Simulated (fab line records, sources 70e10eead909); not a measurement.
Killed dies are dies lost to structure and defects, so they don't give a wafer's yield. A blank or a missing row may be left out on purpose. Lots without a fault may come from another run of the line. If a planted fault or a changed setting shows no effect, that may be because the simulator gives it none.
What tool caused it? + flow nandHarc + Sampling: 14 lots, 42 wafers, 5 of 1302 route steps

WHAT THE GAUGES READ, wafer by wafer
NHARC_P_ZERO_WELL_CD_MEAS_24 targets a cd of 720 nm.
| lot  | measured     | on       | cdNm (nm)         |
|------|--------------|----------|-------------------|
| L301 | day 2 08:29  | cdSem-03 | 723.8 725.6 721.8 |
| L302 | day 2 18:34  | cdSem-03 | 719.4 718.7 718.2 |
| L304 | day 3 14:29  | cdSem-02 | 716.6 715.4 717.6 |
| L305 | day 4 00:35  | cdSem-01 | 718.0 718.6 718.2 |
| L307 | day 4 21:01  | cdSem-01 | 719.5 717.7 719.2 |
| L308 | day 5 06:41  | cdSem-01 | 721.0 722.4 719.3 |
| L309 | day 5 16:44  | cdSem-03 | 719.6 719.1 717.9 |
| L310 | day 6 02:31  | cdSem-02 | 721.0 721.3 723.3 |
| L311 | day 6 12:35  | cdSem-02 | 718.1 719.1 719.4 |
| L312 | day 6 23:09  | cdSem-02 | 718.7 721.1 720.8 |
| L313 | day 7 08:22  | cdSem-03 | 719.0 720.7 720.9 |
| L314 | day 7 18:39  | cdSem-02 | 717.3 719.2 717.3 |
| L322 | day 11 02:28 | cdSem-01 | - - -             |
| L323 | day 11 12:35 | cdSem-02 | - - -             |

NHARC_P_ZERO_WELL_INSPECT_43.
| lot  | measured     | on               | rawDefectCount |
|------|--------------|------------------|----------------|
| L301 | day 2 13:29  | defectInspect-01 | 7 13 5         |
| L302 | day 2 23:48  | defectInspect-01 | 16 12 16       |
| L304 | day 3 19:26  | defectInspect-02 | 20 21 9        |
| L305 | day 4 05:46  | defectInspect-02 | 22 25 16       |
| L307 | day 5 01:59  | defectInspect-02 | 10 11 9        |
| L308 | day 5 11:48  | defectInspect-02 | 31 25 21       |
| L309 | day 5 21:50  | defectInspect-02 | 13 19 10       |
| L310 | day 6 07:22  | defectInspect-02 | 8 14 12        |
| L311 | day 6 17:34  | defectInspect-02 | 14 7 13        |
| L312 | day 7 04:16  | defectInspect-02 | 10 16 10       |
| L313 | day 7 13:28  | defectInspect-01 | 19 9 22        |
| L314 | day 7 23:48  | defectInspect-02 | 11 13 17       |
| L322 | day 11 08:08 | defectInspect-02 | 1119 1047 1128 |
| L323 | day 11 17:33 | defectInspect-01 | 1082 1075 1055 |

NHARC_P_STI_OCD_MEAS_43.
| lot  | measured    | on     | trenchDepthNm (nm) | trenchFootCdNm (nm) |
|------|-------------|--------|--------------------|---------------------|
| L301 | day 3 09:53 | ocd-02 | 302 298 303        | 154.3 155.7 152.0   |
| L302 | day 3 17:41 | ocd-02 | 300 299 298        | 156.0 156.9 159.2   |
| L304 | day 4 14:12 | ocd-01 | 289 296 300        | 161.6 161.6 156.5   |
| L305 | day 4 23:54 | ocd-01 | 300 304 301        | 158.4 159.4 157.3   |
| L307 | day 5 18:49 | ocd-01 | 305 308 299        | 153.2 157.3 157.8   |
| L308 | day 6 04:58 | ocd-02 | 299 308 301        | 158.7 156.9 154.5   |
| L309 | day 6 15:31 | ocd-02 | 306 302 307        | 158.8 159.2 156.8   |
| L310 | day 7 02:40 | ocd-02 | 297 308 299        | 157.3 159.0 159.0   |
| L311 | day 7 11:59 | ocd-01 | 301 304 306        | 154.7 159.3 156.5   |
| L312 | day 7 22:54 | ocd-02 | 299 289 297        | 160.1 158.0 157.2   |
| L313 | day 8 06:24 | ocd-02 | 301 305 303        | 157.3 157.5 159.9   |
| L314 | day 8 16:38 | ocd-02 | 304 303 300        | 156.8 158.8 159.9   |

NHARC_P_GATE_INSPECT_28.
| lot  | measured     | on               | rawDefectCount |
|------|--------------|------------------|----------------|
| L301 | day 5 13:45  | defectInspect-02 | 10 7 6         |
| L302 | day 5 22:01  | defectInspect-02 | 8 9 4          |
| L304 | day 6 10:36  | defectInspect-02 | 9 9 6          |
| L305 | day 6 23:25  | defectInspect-02 | 9 6 9          |
| L307 | day 7 22:28  | defectInspect-01 | 7 7 9          |
| L308 | day 8 11:29  | defectInspect-02 | 11 14 10       |
| L309 | day 8 21:16  | defectInspect-01 | 3 10 12        |
| L310 | day 9 07:58  | defectInspect-02 | 4 4 12         |
| L311 | day 9 12:44  | defectInspect-02 | 4 2 4          |
| L312 | day 10 02:37 | defectInspect-02 | 4 5 8          |
| L313 | day 10 07:05 | defectInspect-02 | 6 11 3         |
| L314 | day 10 21:56 | defectInspect-01 | 2 5 3          |

WHICH TOOL RAN EACH LOT (tool, then ch and the chambers of the sampled wafers, then the start)
| lot  | NHARC_P_ZERO_WELL_EXPOSE_21     |
|------|---------------------------------|
| L301 | krfScanner-04 ch 0, day 2 08:20 |
| L302 | krfScanner-03 ch 0, day 2 18:25 |
| L304 | krfScanner-03 ch 0, day 3 14:19 |
| L305 | krfScanner-02 ch 0, day 4 00:26 |
| L307 | krfScanner-04 ch 0, day 4 20:52 |
| L308 | krfScanner-03 ch 0, day 5 06:32 |
| L309 | krfScanner-02 ch 0, day 5 16:35 |
| L310 | krfScanner-03 ch 0, day 6 02:22 |
| L311 | krfScanner-02 ch 0, day 6 12:26 |
| L312 | krfScanner-02 ch 0, day 6 23:00 |
| L313 | krfScanner-02 ch 0, day 7 08:12 |
| L314 | krfScanner-03 ch 0, day 7 18:30 |
| L322 | krfScanner-02, day 11 02:19     |
| L323 | krfScanner-03, day 11 12:26     |
- NHARC_P_ZERO_WELL_EXPOSE_21: exposes mask P NWELL, target cd 720 nm.

WHAT THE TOOLS THEMSELVES READ (means of the sampled wafers that have a number; where no wafer has one, the mark that the record gives instead)
NHARC_P_ZERO_WELL_EXPOSE_21.
| lot  | tool          | exposureDoseMJCm2 | focusOffsetNm (nm) | stageVelMmS (mm/s) |
|------|---------------|-------------------|--------------------|--------------------|
| L301 | krfScanner-04 | 22.291            | -0.0               | 499.90             |
| L302 | krfScanner-03 | 22.308            | 0.1                | 499.94             |
| L304 | krfScanner-03 | 22.314            | -0.1               | 500.26             |
| L305 | krfScanner-02 | 22.316            | 0.3                | 500.09             |
| L307 | krfScanner-04 | 22.317            | -0.3               | 500.00             |
| L308 | krfScanner-03 | 22.286            | -0.8               | 500.11             |
| L309 | krfScanner-02 | 22.300            | -0.1               | 500.36             |
| L310 | krfScanner-03 | 22.301            | -0.1               | 500.01             |
| L311 | krfScanner-02 | 22.324            | -0.1               | 500.21             |
| L312 | krfScanner-02 | 22.315            | 0.5                | 499.87             |
| L313 | krfScanner-02 | 22.313            | 0.0                | 500.25             |
| L314 | krfScanner-03 | 22.316            | 0.6                | 499.90             |
| L322 | krfScanner-02 | -                 | -                  | -                  |
| L323 | krfScanner-03 | -                 | -                  | -                  |

THE ANSWER, worked out from the rows above alone
Rule: what is usual is taken from the lots themselves. Put in order of their means at a reading, lots are off if they are a third of the lots or fewer, leave a main group of 4 or more, and stand apart from it by a gap of 3 or more times the standard deviation of the main group's means; of several such gaps the widest counts. A main group whose means are all the same, to the digits that the tables above print for the reading, isn't used. A lot without any number at a reading at which 4 lots or more have one is off too. All remaining lots with rows at the step are treated as sound. After the gauges, taken in route order, come the tools' own readings; for these a lot's mean is taken, as printed above. The first step at which some lot is off is used, and at that step the reading that is off furthest; a lot without a number counts as furthest.
Off: L322, L323, at NHARC_P_ZERO_WELL_CD_MEAS_24 (cdNm). Without a number there: L322, L323. The main group has a mean of 719.6 nm with a standard deviation of 1.8.
A tool fits if, at a process step before that reading, it ran every lot that is off, and no sound lot after the first of them. Not tried: the gauges at NHARC_P_ZERO_WELL_CD_MEAS_24; whatever is off there is also off at NHARC_P_ZERO_WELL_INSPECT_43, on other tools, and gauge error can't account for it. Of those tried, none fits.

WHAT THE SIMULATOR PUT IN
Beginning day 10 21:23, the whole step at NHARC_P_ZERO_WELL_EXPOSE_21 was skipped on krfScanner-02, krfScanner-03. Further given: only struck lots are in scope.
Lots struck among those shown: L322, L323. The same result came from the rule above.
